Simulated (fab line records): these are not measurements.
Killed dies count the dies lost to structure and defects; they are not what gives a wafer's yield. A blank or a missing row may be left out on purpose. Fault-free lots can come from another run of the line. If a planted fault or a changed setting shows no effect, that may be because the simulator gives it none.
A struck lot beside a sound one || flow n5Finfet || 19 out of 1938 route steps
Sound: the wafers L746.1, L746.3, L746.5. Struck: wafers L744.1, L744.4, L744.5. The cause is given at the end.
Order at every step that has rows: each side's tool, ch and its chambers, its first start. Under that, the readings that differ: sound wafers || struck wafers || difference of the means || sigmas: that difference in standard deviations of wafers without a fault.
alike: readings with means less than 2 such deviations apart, plus words and numbers identical on both sides. not compared: withheld readings, readings lacking a value on some wafer, bounds such as >300 that could conceal the same value, and numbers that have no deviation in the record and whose values overlap.
A row with sigmas, a row that says differs or no value, or rows on one side alone: a step with any of these is where the two part. Non-overlapping numbers with no deviation appear without sigmas and do not part them. A reading missing from all wafers of one side parts the sides only when that side holds two or more wafers.

N5_BEOL_M15_VIA_ETCH_16: etches SiO2 in C4F8/O2/Ar, target depth 1792.2 nm.
  sound on rieDiel-02 ch 0,2,3, day 17 19:38; struck on rieDiel-06 ch 0,1,2, day 18 18:45
  alike: drypumpMotorCurrentA, heInnerTorr, heOuterTorr, oes_ar_750_au, oesProductAu, rfVppV, showerheadPlenumPTorr, throttleValvePct
N5_BEOL_M15_STRIP_63: strips in O2.
  sound on rieDiel-02 ch 0,2,3; struck on rieDiel-06 ch 0,1,2
  alike: drypumpMotorCurrentA, oesProductAu, rfVppV, showerheadPlenumPTorr, tempC, throttleValvePct
  not compared: rfHoursCounterH
N5_BEOL_M15_STRIP_64: strips in O2.
  sound on rieDiel-02 ch 0,2,3; struck on rieDiel-06 ch 0,1,2
  alike: drypumpMotorCurrentA, oesProductAu, rfVppV, showerheadPlenumPTorr, tempC, throttleValvePct
  not compared: rfHoursCounterH
then, 2 steps without rows for these wafers: N5_BEOL_M15_STRIP_65 (strips in post etch residue remover, time 60 s); N5_BEOL_M15_SRD_66 (time 30 s, dry time 30 s).
N5_BEOL_M15_CD_MEAS_17: target cd 360 nm.
  sound on cdSem-01 at day 17 20:02; struck on cdSem-01 at day 18 19:10
  alike: cdNm
then, 1 step without rows for these wafers: N5_BEOL_M15_COAT_56 (time 60 s, resist thk 550 nm).
N5_BEOL_M15_ETCH_57: etches SOC in N2/H2, time 750 s.
  sound on rieDiel-04 ch 1,2, day 17 20:23; struck on rieDiel-04 ch 1,3, day 18 19:16
  alike: drypumpMotorCurrentA, oesProductAu, rfVppV, showerheadPlenumPTorr, throttleValvePct
  not compared: rfHoursCounterH
then, 4 steps without rows for these wafers: N5_BEOL_M15_COAT_60 (time 60 s, resist thk 89 nm); N5_BEOL_M15_COAT_22 (resist thk 800 nm); N5_BEOL_M15_EBR_24; N5_BEOL_M15_SOFTBAKE_23 (time 60 s).
N5_BEOL_M15_EXPOSE_25: exposes mask M15, target cd 400 nm.
  sound on krfScanner-01 ch 0, day 17 21:07; struck on krfScanner-02 ch 0, day 18 19:52
{"reading": "model.BEOL_M15.overlayXNm (nm)", "sound": "-2.8 -2.8 -2.8", "struck": "108.4 108.4 108.4", "difference": "+111.2", "sigmas": ""}
  alike: mask
then, 3 steps without rows for these wafers: N5_BEOL_M15_PEB_26 (peb time 90 s); N5_BEOL_M15_DEVELOP_27 (develop time 45 s); N5_BEOL_M15_HARDBAKE_32 (time 120 s).
N5_BEOL_M15_CD_MEAS_28: target cd 407.6 nm.
  sound on cdSem-02 ch 0, day 17 21:17; struck on cdSem-02 ch 0, day 18 20:02
  alike: cdNm
N5_BEOL_M15_OVL_MEAS_29:
  sound on overlay-01 ch 0, day 17 21:19; struck on overlay-01 ch 0, day 18 20:04
{"reading": "M15_OVL (nm)", "sound": "-1 2 2", "struck": "112 111 110", "difference": "+110", "sigmas": "+24"}
N5_BEOL_M15_INSPECT_30: inspects for defects (macro).
  sound on defectInspect-02 at day 17 21:20; struck on defectInspect-01 at day 18 20:05
  alike: rawDefectCount

## WHERE THEY PART
At N5_BEOL_M15_OVL_MEAS_29 and nowhere else, as far as this record goes. Later steps at which nothing parts them and some readings are alike: N5_BEOL_M15_INSPECT_30.

WHY: what had been put in by the simulator
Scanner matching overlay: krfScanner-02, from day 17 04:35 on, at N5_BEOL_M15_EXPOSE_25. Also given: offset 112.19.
